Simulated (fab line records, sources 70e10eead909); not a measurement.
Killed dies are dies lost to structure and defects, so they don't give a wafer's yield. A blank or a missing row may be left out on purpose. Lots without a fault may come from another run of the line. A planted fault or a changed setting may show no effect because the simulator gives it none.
One fault seen from 2 desks | flow nand_harc | each desk has only its own numbers; what lay behind them comes last

THE TOOL OWNER'S DESK: rie_diel-01
The tool's own readings at NHARC_P_GATE_HM_OPEN_105 (chemistry O2/COS, target depth 360 nm): means of the sampled wafers that have a number, for each lot that ran on this tool. A lot is out of limits, marked OUT, if its mean lies more than 4 standard deviations from the usual mean; the brackets give that distance.
Columns: A = drypump_motor_current_A at NHARC_P_GATE_HM_OPEN_105, usual 5.8 A; B = o2_flow_sccm at NHARC_P_GATE_HM_OPEN_105, usual 399.8 sccm; C = oes_product_au at NHARC_P_GATE_HM_OPEN_105, usual 1.001 a.u.; D = rf_vpp_V at NHARC_P_GATE_HM_OPEN_105, usual 466.4 V; E = showerhead_plenum_p_Torr at NHARC_P_GATE_HM_OPEN_105, usual 3.09 Torr; F = throttle_valve_pct at NHARC_P_GATE_HM_OPEN_105, usual 28.332 %
lot  | first seen here | A   | B     | C     | D     | E    | F
L554 | day 6 20:00     | 5.4 | 398.9 | 0.998 | 467.7 | 3.16 | 28.333
L556 | day 7 11:00     | 6.0 | 400.7 | 1.008 | 467.1 | 3.13 | 28.330
L559 | day 9 03:00     | 5.2 | 399.8 | 0.998 | 468.3 | 3.19 | 28.337
L560 | day 9 06:00     | 5.7 | 400.4 | 1.002 | 468.1 | 3.22 | 28.333
L563 | day 10 18:00    | 5.6 | 400.4 | 0.987 | 465.3 | 3.01 | 28.327
L569 | day 13 03:00    | 5.8 | 401.1 | 0.996 | 466.5 | 3.07 | 28.327
This desk's finding: nothing out of limits on any of the 6 lots.

THE DEFECT DESK
What the inspections along the route counted, lot by lot: means of the sampled wafers that have a number. A lot is out of limits, marked OUT, if its mean lies more than 4 standard deviations from the usual mean; the brackets give that distance.
Columns: A = raw_defect_count at NHARC_P_GATE_INSPECT_68, usual 189
lot  | first seen here | A
L553 | day 7 08:13     | 174
L554 | day 7 18:38     | 248
L556 | day 8 05:40     | 189
L559 | day 9 21:09     | 272
L560 | day 10 00:38    | 861 (+11) OUT
L563 | day 11 15:08    | 825 (+10) OUT
L568 | day 13 13:39    | 149
L569 | day 13 21:26    | 238
L571 | day 14 19:18    | 224
L570 | day 14 19:23    | 248
L572 | day 14 21:25    | 233
L573 | day 15 09:51    | 255
This desk's finding: out of limits on L560, L563; first on L560, day 10 00:38 (raw_defect_count at NHARC_P_GATE_INSPECT_68). In limits: L553, L554, L556, L559, L568, L569, L571, L570, L572, L573.

PUT TOGETHER
The defect desk could have raised an alarm at day 10 00:38, on L560, L563.
The tool owner's desk saw nothing out of limits.
The tool owner's desk has L560, L563 on record, within its limits.
Of the lots named, all ran NHARC_P_GATE_HM_OPEN_105 on rie_diel-01.

WHAT THE SIMULATOR HAD PUT IN
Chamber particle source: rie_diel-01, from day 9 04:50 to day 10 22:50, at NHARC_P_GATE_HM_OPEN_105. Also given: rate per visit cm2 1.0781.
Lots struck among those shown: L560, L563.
Hours from the fault's start to each desk's first reading out of limits: the defect desk, 20.
